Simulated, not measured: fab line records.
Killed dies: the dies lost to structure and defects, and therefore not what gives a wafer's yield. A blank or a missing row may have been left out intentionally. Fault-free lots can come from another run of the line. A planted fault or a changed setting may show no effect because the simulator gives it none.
Struck lot and sound lot, side by side / flow nand_harc / 15 steps out of a route of 1302
Sound: the wafers L481.4, L481.5, L481.6. Struck: wafers L471.2, L471.4, L471.6. The cause is given at the end.
Each step with rows lists, per side, the tool, then ch with its chambers, then its first start. Under that, the readings that differ: sound wafers / struck wafers / difference of the means / sigmas: that difference in standard deviations of wafers without a fault.
alike: readings whose means differ by less than 2 such deviations, and words and numbers that are the same on both sides. not compared: withheld readings, readings that some wafer has no value for, bounds like >300 that may hide the same value, and numbers for which the record gives no deviation and whose values overlap.
A row with sigmas, a row that says differs or no value, or rows on one side alone: a step with any of these is where the two part. Non-overlapping numbers with no deviation appear without sigmas and do not part them. A reading that every wafer of one side lacks parts them only if that side has two wafers or more.

first, 6 steps without rows for these wafers: NHARC_P_ZERO_WELL_COAT_18; NHARC_P_ZERO_WELL_SOFTBAKE_19 (time 95 s); NHARC_P_ZERO_WELL_EBR_20; NHARC_P_ZERO_WELL_EXPOSE_21 (exposes mask P NWELL, target cd 720 nm); NHARC_P_ZERO_WELL_PEB_22 (peb time 85 s); NHARC_P_ZERO_WELL_DEVELOP_23 (time 70 s).
NHARC_P_ZERO_WELL_CD_MEAS_24: the cd target is 720 nm.
  sound on cd_sem-01 ch 0, day 8 14:38; struck on cd_sem-03 ch 0, day 4 11:55
  alike: cd_nm
then, 1 step without rows for these wafers: NHARC_P_ZERO_WELL_HARDBAKE_25 (time 80 s).
NHARC_P_ZERO_WELL_DESCUM_26: chemistry O2, time 3 s.
  sound on rie_diel-03 ch 0,1,2, day 8 14:59; struck on rie_diel-03 ch 2,3, day 4 12:04
  alike: chamber_pressure_mTorr, drypump_motor_current_A, oes_product_au, rf_vpp_V, showerhead_plenum_p_Torr, throttle_valve_pct
  not compared: rf_hours_counter_h
then, 3 steps without rows for these wafers: NHARC_P_ZERO_WELL_IMPLANT_27; NHARC_P_ZERO_WELL_IMPLANT_57; NHARC_P_ZERO_WELL_IMPLANT_58.
NHARC_P_ZERO_WELL_STRIP_28: strips in SPM, time 840 s.
  sound on wet_bench-03 ch 3,5,6, day 8 15:41; struck on wet_bench-05 ch 2,5,6, day 4 12:47
reading=bath_guard_temp_C (C); sound=130.0 129.5 130.0; struck=123.4 123.1 123.9; difference=-6.4; sigmas=-11
reading=temp_c (C); sound=130.17 130.14 130.11; struck=123.19 123.09 123.19; difference=-6.98; sigmas=-50
then, 1 step without rows for these wafers: NHARC_P_ZERO_WELL_DEHYDRATE_29 (time 120 s).
-- break in the record here, with 22 days between the starts of the struck wafers on either side (left off in module P_ZERO_WELL, picked up again in module END, where the first step shown is number 1302 on the route) --
NHARC_END_SORT_01:
  sound on prober-02 ch 0, day 30 22:28; struck on prober-01 ch 0, day 27 00:45
  alike: killed_at_array, killed_at_other, killed_at_periphery, killed_dies, killed_open, killed_short

## WHERE THEY PART
Only at NHARC_P_ZERO_WELL_STRIP_28, as far as this record shows. Later steps at which nothing parts them and some readings are alike: NHARC_END_SORT_01.

WHY: what the simulator had put in
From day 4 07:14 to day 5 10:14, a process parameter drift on wet_bench-05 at NHARC_P_ZERO_WELL_STRIP_28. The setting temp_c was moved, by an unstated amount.
